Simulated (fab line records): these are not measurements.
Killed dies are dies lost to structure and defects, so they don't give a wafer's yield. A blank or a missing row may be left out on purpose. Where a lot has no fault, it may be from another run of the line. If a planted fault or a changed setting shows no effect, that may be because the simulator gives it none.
Comparing a struck lot with a sound one -- flow n5_finfet -- 37 out of 1938 route steps
Sound: the wafers L750.3, L750.5, L750.6. Struck: wafers L746.2, L746.3, L746.5. Last of all comes the cause.
At each step with rows: each side's tool, then ch and its chambers, then its first start. Under that, the readings that differ: sound wafers -- struck wafers -- difference of the means -- sigmas: that difference in standard deviations of wafers without a fault.
alike: readings whose means differ by less than 2 such deviations, and words and numbers that are the same on both sides. not compared: withheld readings, readings that some wafer has no value for, bounds like >300 that may hide the same value, and numbers for which the record gives no deviation and whose values overlap.
The two part at a step that has a row with sigmas, a row that says differs or no value, or rows on one side only. Numbers that have no deviation but don't overlap get no sigmas and don't part them. Lack of a reading on every wafer of one side parts them only where that side has two or more wafers.

first, 11 steps without rows for these wafers: N5_MOL_CONTACT_COAG_CONTACT_ETCH_14 (etches SiO2 in C4F6/O2, target depth 27.5 nm, overetch 8.5 nm, time 20 s); N5_MOL_CONTACT_COAG_STRIP_109 (strips in C4F6/O2); N5_MOL_CONTACT_COAG_ETCH_15 (etches SiNx in CH3F/O2, stops on Si:P, target depth 7 nm); N5_MOL_CONTACT_COAG_ETCH_110 (etches Si in CF4/O2, target depth 2.5 nm, time 8 s); N5_MOL_CONTACT_COAG_STRIP_98 (strips in N2/H2); N5_MOL_CONTACT_COAG_IMPLANT_129; N5_MOL_CONTACT_COAG_PRECLEAN_111 (cleans in NF3:NH3, afs cycles 1, time 20 s, sublimation time 60 s); N5_MOL_CONTACT_COAG_TI_SIL_19 (material Ti, target thk 4.2 nm, time 15 s); N5_MOL_CONTACT_COAG_ALD_20 (deposits TiN, target thk 1.5 nm, pulse time 1 s, purge time 3 s); N5_MOL_CONTACT_COAG_SIL_ANNEAL_21 (time 60 s); N5_MOL_CONTACT_COAG_PRE_CLEAN_141 (time 60 s).
N5_MOL_CONTACT_COAG_SPUTTER_143: material Co, target thk 2.5 nm.
  sound on pvd_sputter-03, day 10 08:35; struck on pvd_sputter-01, day 9 04:52
  no value came back on the struck wafers for chamber_pressure_pa (Pa), substrate_temp_c (C), throttle_valve_pct (%); on the sound wafers chamber_pressure_pa (Pa) reads 0.2001 0.1998 0.1998
then, 23 steps without rows for these wafers: N5_MOL_CONTACT_COAG_CO_FILL_22 (material Co, precursor CCTBA/H2, target thk 20 nm); N5_MOL_CONTACT_COAG_ANNEAL_113 (time 300 s); N5_MOL_CONTACT_COAG_PRE_CLEAN_142 (time 60 s); N5_MOL_CONTACT_COAG_SPUTTER_130 (material Co, target thk 47.5 nm); N5_MOL_CONTACT_COAG_PRECLEAN_125 (cleans in DIW, time 57.5 s); N5_MOL_CONTACT_COAG_SRD_126 (dry time 32 s); N5_MOL_CONTACT_COAG_CMP_23 (polishes, stops on SiO2, t overpolish 1.5 s, target thk 0 nm); N5_MOL_CONTACT_COAG_WET_ETCH_26 (target Co, target depth 13 nm); N5_MOL_CONTACT_COAG_WET_ETCH_116 (etches the open film in SC1-inhibited, target depth 4.6 nm, rinse time 30 s); N5_MOL_CONTACT_COAG_ALD_27 (deposits SiOC, target thk 17 nm, pulse time 1.5 s, time 2720 s); N5_MOL_CONTACT_COAG_CMP_28 (polishes, stops on SiNx, t overpolish 0.85 s, target thk 14.522 nm); N5_MOL_CONTACT_COAG_ALD_123 (deposits SiNx, target thk 5 nm, pulse time 1 s, purge time 2 s); N5_MOL_CONTACT_COAG_PECVD_31 (deposits SiO2 from TEOS/O2, target thk 46 nm, time 8.9 s); N5_MOL_CONTACT_COAG_COAT_75 (time 60 s, resist thk 60 nm); N5_MOL_CONTACT_COAG_COAT_76 (time 60 s, resist thk 10 nm); N5_MOL_CONTACT_COAG_COAT_77 (time 60 s, resist thk 10 nm); N5_MOL_CONTACT_COAG_COAT_78 (resist thk 40 nm); N5_MOL_CONTACT_COAG_EBR_80; N5_MOL_CONTACT_COAG_SOFTBAKE_79 (time 60 s); N5_MOL_CONTACT_COAG_EXPOSE_81 (exposes mask VG, defocus 0 nm); N5_MOL_CONTACT_COAG_PEB_82 (peb time 60 s); N5_MOL_CONTACT_COAG_DEVELOP_83 (develop time 30 s); N5_MOL_CONTACT_COAG_DESCUM_88 (chemistry O2, time 7 s).
-- a jump in the record: the struck wafers' starts before and after are 4 days apart (it breaks off in module MOL_CONTACT_COAG and resumes in module BEOL_M4, where the first step shown is number 1111 of the route) --
N5_BEOL_M4_RC_MEAS_101:
  sound on prober-02 ch 0, day 14 08:01; struck on prober-01 ch 0, day 12 23:20
  alike: DIBL_N, DIBL_P, IOFF_N, IOFF_P, ION_N, ION_P, SS_N, SS_P, VT_N, VT_P
-- the record jumps here: 5 days lie between the struck wafers' starts before and after (it left off in module BEOL_M4 and takes up again in module PASSIVATION, whose first step shown is number 1936 of the route) --
N5_PASSIVATION_PROBE_49:
  sound on prober-02, day 19 07:12; struck on prober-02, day 17 18:26
reading,sound,struck,difference,sigmas
defect_limited_yield (%),91.4 91.5 91.8,40.1 41.9 39.9,-50.9,-39
killed_at_contacts,22 16 18,624 607 586,+587,+88
killed_dies,102 100 97,707 685 709,+601,+40
killed_on_rim,14 14 14,27 131 148,+88,+20
sort_bin_5_function (%),5.3 5.2 4.8,56.4 55.1 56.6,+50.9,+57
sort_n_pass,1078 1070 1083,473 495 471,-597,-37
sort_yield_pct (%),91.4 90.7 91.8,40.1 41.9 39.9,-50.7,-36
  alike: killed_at_M0_to_M3, killed_at_M4_up, killed_at_front_end, killed_at_other, killed_open, killed_short, sort_bin_4_leakage, sort_bin_6_memory

WHERE THEY PART
At N5_MOL_CONTACT_COAG_SPUTTER_143 first; at N5_PASSIVATION_PROBE_49 last (within this record only).

WHY: what the simulator had put in
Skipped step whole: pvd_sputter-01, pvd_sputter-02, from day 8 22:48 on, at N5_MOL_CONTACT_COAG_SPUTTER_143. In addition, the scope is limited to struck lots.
